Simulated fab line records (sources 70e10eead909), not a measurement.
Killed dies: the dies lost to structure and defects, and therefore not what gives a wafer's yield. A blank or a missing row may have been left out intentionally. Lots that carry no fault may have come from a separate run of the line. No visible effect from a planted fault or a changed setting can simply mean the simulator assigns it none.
Matching of chambers ; flow nandHarc ; rieDiel-10 running NHARC_A_CHANNEL_FILL_D1_ETCHBACK_20: 4 sister chambers
The step etches the open film in C4F8/O2/Ar, target depth 27 nm, time 13.5 s. 18 wafers are shown with their chamber, then 9 later ones without.

== WAFERS, EACH WITH ITS CHAMBER ==
wafer;chamber;rfVppV (V);oesProductAu (a.u.)
L076.2;3;981;0.98
L076.5;1;975;1.00
L076.6;2;971;0.99
L079.2;1;975;1.01
L079.3;2;972;1.00
L079.5;2;970;1.00
L081.1;2;970;0.98
L081.3;0;975;0.97
L081.5;3;980;0.96
L082.4;1;975;1.00
L082.5;1;974;1.00
L082.6;0;975;0.99
L084.4;0;976;0.99
L084.5;3;981;0.98
L084.6;0;976;1.00
L088.2;3;982;0.91
L088.4;0;975;0.94
L088.5;0;975;0.94

SIGNATURES, as means of the wafers listed above
reading;chamber 0;chamber 1;chamber 2;chamber 3;scatter within a chamber
rfVppV;975.33;974.75;970.75;981.00;0.699
oesProductAu;0.9717;1.0025;0.9925;0.9575;0.0225
Rule: for a wafer and a chamber, the distance is found by dividing, reading by reading, the gap between the wafer's reading and the chamber's mean by the reading's scatter, squaring, summing and taking the root. The wafer belongs to the nearest chamber; if the next one is less than 2 further off, it can't be placed. The scatter: take each reading less its chamber's mean, square it, sum over the shown wafers, divide by the number of wafers less the number of chambers, and take the root.

== WAFERS WHOSE CHAMBER IS MISSING ==
wafer;rfVppV (V);oesProductAu (a.u.)
L090.1;975;0.92
L090.2;982;0.91
L090.3;970;0.92
L093.2;973;0.94
L093.3;981;0.91
L093.4;975;0.92
L096.1;970;1.01
L096.3;975;1.01
L096.6;975;1.01

== WHICH CHAMBER EACH ONE RAN IN ==
wafer;from the rows above;in truth
L090.1;can't be placed: 0 or 1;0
L090.2;3;3
L090.3;2;2
L093.2;can't be placed: 0 or 1 or 2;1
L093.3;3;3
L093.4;can't be placed: 0 or 1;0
L096.1;2;2
L096.3;can't be placed: 1 or 0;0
L096.6;can't be placed: 1 or 0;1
Placed correctly: 4 of 9. These rows do not allow placing 5 (true chamber among the candidates in 5). Placed wrongly: 0.
